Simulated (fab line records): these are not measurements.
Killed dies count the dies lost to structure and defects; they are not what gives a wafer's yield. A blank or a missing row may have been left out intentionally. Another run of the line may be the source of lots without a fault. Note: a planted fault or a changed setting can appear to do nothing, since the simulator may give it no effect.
Struck lot and sound lot, side by side | flow n5Finfet | 13 steps out of a route of 1938
Sound: wafers L841.1, L841.2, L841.6. The struck wafers were L845.3, L845.5, L845.6. The cause comes at the end.
Each step with rows lists, per side, the tool, then ch with its chambers, then its first start. Under that, the readings that differ: sound wafers | struck wafers | difference of the means | sigmas: that difference in standard deviations of wafers without a fault.
alike: readings with means less than 2 such deviations apart, plus words and numbers identical on both sides. not compared: withheld readings, readings lacking a value on some wafer, bounds such as >300 that could conceal the same value, and numbers that have no deviation in the record and whose values overlap.
The two part at a step that has a row with sigmas, a row that says differs or no value, or rows on one side only. Numbers that don't overlap but have no deviation are shown without sigmas and don't part them. A reading that every wafer of one side lacks parts them only if that side has two wafers or more.

first, 9 steps without rows for these wafers: N5_MOL_CONTACT_COAG_EBR_36; N5_MOL_CONTACT_COAG_SOFTBAKE_35 (time 60 s); N5_MOL_CONTACT_COAG_EXPOSE_37 (exposes mask VD, defocus 0 nm); N5_MOL_CONTACT_COAG_PEB_38 (peb time 60 s); N5_MOL_CONTACT_COAG_DEVELOP_39 (develop time 30 s); N5_MOL_CONTACT_COAG_DESCUM_45 (chemistry O2, time 7 s); N5_MOL_CONTACT_COAG_ETCH_65 (etches underlayer in N2/H2, target depth 13 nm, time 10.4 s); N5_MOL_CONTACT_COAG_ETCH_66 (etches SiARC in CF4, target depth 13 nm, time 21.7 s); N5_MOL_CONTACT_COAG_ALD_133 (deposits SiO2, target thk 5 nm, pulse time 1 s, co reactant pulse time 1 s).
N5_MOL_CONTACT_COAG_ETCHBACK_134: etches SiO2 in CHF3, target depth 10 nm, time 6.7 s.
  sound on rieDiel-06 ch 0,3, day 5 19:59; struck on rieDiel-06 ch 0,2,3, day 6 15:13
  no value came back on the struck wafers for any of 7 readings (CHF3_flow_sccm (sccm), biasW (W) and others); on the sound wafers CHF3_flow_sccm (sccm) reads 49.83 50.12 49.95
reading                                              | sound          | struck         | difference | sigmas
model.CAR-EUV_of_MOL_CONTACT_COAG_COAT_34.thkNm (nm) | 15.4 15.8 15.4 | 16.6 16.8 16.6 | +1.1       | 
  not compared: rfHoursCounterH
then, 1 step without rows for these wafers: N5_MOL_CONTACT_COAG_ETCH_67 (etches SOC in N2/H2, target depth 60 nm, overetch 21 nm, time 101.2 s).
N5_BEOL_M4_RC_MEAS_101:
  the record has rows for the sound wafers here (prober-01 ch 0, day 9 06:33) and none for the struck ones
-- a jump in the record: the struck wafers' starts before and after are 9 days apart (it breaks off in module BEOL_M4 and resumes in module PASSIVATION, where the first step shown is number 1936 of the route) --
N5_PASSIVATION_PROBE_49:
  sound: prober-01 at day 13 10:03; struck: prober-02 at day 15 11:41
reading                 | sound          | struck         | difference | sigmas
defectLimitedYield (%)  | 88.8 90.7 91.4 | 0 0 0          | -90        | -64
killed_at_M0_to_M3      | 70 36 41       | 28 28 31       | -20        | -2
killedAtContacts        | 10 5 6         | 1106 1078 1088 | +1084      | +99 or more
killedDies              | 132 110 101    | 1180 1180 1180 | +1066      | +63
killedOnRim             | 13 11 10       | 152 152 152    | +141       | +33
sort_bin_5_function (%) | 7.1 5.6 5.3    | 97.2 97.1 96.9 | +91.1      | +94
sortNPass               | 1048 1070 1079 | 0 0 0          | -1066      | -63
sortYieldPct (%)        | 88.8 90.7 91.4 | 0 0 0          | -90        | -64
  alike: killed_at_M4_up, killedAtFrontEnd, killedAtOther, killedOpen, killedShort, sort_bin_4_leakage, sort_bin_6_memory

== WHERE THEY PART ==
Last at N5_PASSIVATION_PROBE_49 as far as this record goes, first at N5_MOL_CONTACT_COAG_ETCHBACK_134.

WHY: what the simulator had put in
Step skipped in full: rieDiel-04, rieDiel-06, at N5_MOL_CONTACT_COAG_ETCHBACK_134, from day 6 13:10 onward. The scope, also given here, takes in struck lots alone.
